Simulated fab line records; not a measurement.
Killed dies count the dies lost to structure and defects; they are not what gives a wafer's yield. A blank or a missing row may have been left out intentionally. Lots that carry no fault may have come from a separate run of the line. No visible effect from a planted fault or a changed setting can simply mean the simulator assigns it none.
Chamber matching -- flow n5-finfet -- N5_HKMG_FIN_STRIP_89 on rie-diel-04 has 4 sister chambers
The step strips SOC in N2/H2, time 20 s. 18 wafers are shown with their chamber, then 9 later ones without.

WAFERS, EACH WITH ITS CHAMBER
wafer,chamber,drypump-motor-current-A (A),throttle-valve-pct (%),oes-product-au (a.u.)
L075.2,2,5.1,18.7,0.73
L075.4,1,5.6,19.1,0.98
L075.5,2,5.2,18.8,0.73
L081.1,1,5.6,19.1,0.95
L081.2,2,5.2,18.8,0.72
L081.4,3,5.1,19.7,0.71
L082.1,0,6.1,19.3,0.69
L082.3,1,5.6,19.1,0.94
L082.6,0,6.1,19.2,0.69
L087.2,3,5.1,19.7,0.70
L087.4,0,6.1,19.2,0.68
L087.6,3,5.1,19.7,0.70
L091.1,1,5.5,19.1,0.90
L091.2,0,6.1,18.8,1.02
L091.3,3,5.2,19.7,0.69
L092.1,2,5.2,18.8,0.70
L092.2,1,5.6,19.2,0.89
L092.5,2,5.2,18.8,0.69

SIGNATURES (means of the wafers above)
reading,chamber 0,chamber 1,chamber 2,chamber 3,scatter within a chamber
drypump-motor-current-A,6.100,5.580,5.180,5.125,0.041
throttle-valve-pct,19.125,19.120,18.780,19.700,0.108
oes-product-au,0.7700,0.9320,0.7140,0.7000,0.0804
Rule: for each reading, subtract the chamber's mean from the wafer's reading, divide by that reading's scatter and square the result; add these up over the readings and take the root, which gives the wafer's distance from the chamber. The wafer belongs to the nearest chamber; if the next one is less than 2 further off, it can't be placed. How the scatter is found: for the shown wafers, subtract from each reading the mean of its chamber, square and add these, divide the total by (wafers less chambers), then take the root.

WAFERS WITH NO CHAMBER GIVEN
wafer,drypump-motor-current-A (A),throttle-valve-pct (%),oes-product-au (a.u.)
L093.1,5.2,18.8,0.69
L093.4,5.1,19.8,0.68
L093.5,5.2,19.7,0.68
L094.1,5.6,19.2,0.89
L094.5,5.1,19.8,0.69
L094.6,6.1,18.9,0.97
L095.4,6.1,18.9,0.96
L095.5,5.1,19.8,0.69
L095.6,6.1,18.9,0.97

WHICH CHAMBER EACH ONE RAN IN
wafer,from the rows above,in truth
L093.1,2,2
L093.4,3,3
L093.5,3,3
L094.1,1,1
L094.5,3,3
L094.6,0,0
L095.4,0,0
L095.5,3,3
L095.6,0,0
Correctly placed: 9 of 9. Left unplaced by these rows: 0. Placed wrongly: 0.
